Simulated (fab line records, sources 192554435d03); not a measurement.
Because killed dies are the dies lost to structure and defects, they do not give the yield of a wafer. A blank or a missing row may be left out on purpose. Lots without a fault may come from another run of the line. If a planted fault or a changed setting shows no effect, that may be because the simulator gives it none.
Matching of chambers || flow n5-finfet || N5_SD_EPI_P_ETCH_47 on rie-diel-01 has 3 sister chambers
The step etches SiOCN in CH3F/O2, target depth 25 nm. 3 wafers are shown with their chamber, then 6 later ones without.

== WAFERS, EACH WITH ITS CHAMBER ==
{"wafer": "L090.1", "chamber": 1, "showerhead-plenum-p-Torr (Torr)": 2.06}
{"wafer": "L093.3", "chamber": 3, "showerhead-plenum-p-Torr (Torr)": 1.94}
{"wafer": "L093.5", "chamber": 2, "showerhead-plenum-p-Torr (Torr)": 1.99}

== WAFERS MISSING THEIR CHAMBER ==
{"wafer": "L093.6", "showerhead-plenum-p-Torr (Torr)": 2.06}
{"wafer": "L094.2", "showerhead-plenum-p-Torr (Torr)": 1.94}
{"wafer": "L094.4", "showerhead-plenum-p-Torr (Torr)": 1.98}
{"wafer": "L095.2", "showerhead-plenum-p-Torr (Torr)": 2.06}
{"wafer": "L095.5", "showerhead-plenum-p-Torr (Torr)": 1.94}
{"wafer": "L095.6", "showerhead-plenum-p-Torr (Torr)": 1.98}

== THE CHAMBER EACH PASSED THROUGH ==
{"wafer": "L093.6", "from the rows above": 1, "in truth": 1}
{"wafer": "L094.2", "from the rows above": 3, "in truth": 3}
{"wafer": "L094.4", "from the rows above": 2, "in truth": 2}
{"wafer": "L095.2", "from the rows above": 1, "in truth": 1}
{"wafer": "L095.5", "from the rows above": 3, "in truth": 3}
{"wafer": "L095.6", "from the rows above": 2, "in truth": 2}
Correctly placed: 6 of 6. Number that these rows cannot place: 0. 0 placed wrongly.
How it was worked out, from the rows above alone: a wafer's distance from a chamber is the root of the sum, over the readings, of the square of ((its reading less the chamber's mean) divided by the reading's scatter). If the next closest chamber is less than 2 further off than the closest, the wafer can't be placed; otherwise it belongs to the closest. The mean given for a chamber averages the wafers shown for that chamber. The scatter: with one shown wafer a chamber, the root of the mean of the squares of how far each hidden wafer lies from its nearest shown one.
